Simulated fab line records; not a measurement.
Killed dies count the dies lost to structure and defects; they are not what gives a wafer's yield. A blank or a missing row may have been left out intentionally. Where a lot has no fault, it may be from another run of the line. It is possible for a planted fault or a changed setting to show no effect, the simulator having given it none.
Chamber matching :: flow nand_harc :: ald_metal-02 running NHARC_A_CONTACT_ALD_18: 4 sister chambers
The step deposits TiN, target thk 3 nm, pulse time 1 s, ald cycles 150. 7 wafers are shown with their chamber, then 7 later ones without.

== WAFERS WITH THEIR CHAMBER ==
wafer: L654.2
chamber: 0
heater_power_w (W): 1141
precursor_pulse_height_rel: 1.031

wafer: L660.2
chamber: 1
heater_power_w (W): 1034
precursor_pulse_height_rel: 0.978

wafer: L663.2
chamber: 2
heater_power_w (W): 1019
precursor_pulse_height_rel: 1.009

wafer: L663.3
chamber: 3
heater_power_w (W): 1059
precursor_pulse_height_rel: 1.022

wafer: L663.4
chamber: 1
heater_power_w (W): 1024
precursor_pulse_height_rel: 1.045

wafer: L667.1
chamber: 3
heater_power_w (W): 1054
precursor_pulse_height_rel: 0.979

wafer: L667.2
chamber: 2
heater_power_w (W): 988
precursor_pulse_height_rel: 0.988

== WAFERS WITHOUT THEIR CHAMBER ==
wafer: L667.3
heater_power_w (W): 1123
precursor_pulse_height_rel: 0.990

wafer: L670.3
heater_power_w (W): 1121
precursor_pulse_height_rel: 1.008

wafer: L670.6
heater_power_w (W): 1045
precursor_pulse_height_rel: 1.005

wafer: L671.4
heater_power_w (W): 1135
precursor_pulse_height_rel: 0.987

wafer: L671.5
heater_power_w (W): 1052
precursor_pulse_height_rel: 0.999

wafer: L673.4
heater_power_w (W): 1001
precursor_pulse_height_rel: 0.979

wafer: L673.6
heater_power_w (W): 1129
precursor_pulse_height_rel: 0.994

== EACH ONE'S CHAMBER ==
wafer: L667.3
from the rows above: 0
in truth: 0

wafer: L670.3
from the rows above: 0
in truth: 0

wafer: L670.6
from the rows above: can't be placed: 3 or 1
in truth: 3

wafer: L671.4
from the rows above: 0
in truth: 0

wafer: L671.5
from the rows above: can't be placed: 3 or 1
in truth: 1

wafer: L673.4
from the rows above: can't be placed: 2 or 1
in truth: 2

wafer: L673.6
from the rows above: 0
in truth: 0
Correctly placed: 4 of 7. Can't be placed from these rows: 3 (the true chamber is among the candidates in 3). 0 placed wrongly.
How it was worked out, from the rows above alone: a wafer's distance from a chamber is the root of the sum, over the readings, of the square of ((its reading less the chamber's mean) divided by the reading's scatter). The wafer belongs to the nearest chamber; if the next one is less than 2 further off, it can't be placed. A chamber's mean is the mean of its shown wafers. The scatter: take each reading less its chamber's mean, square it, sum over the shown wafers, divide by the number of wafers less the number of chambers, and take the root.
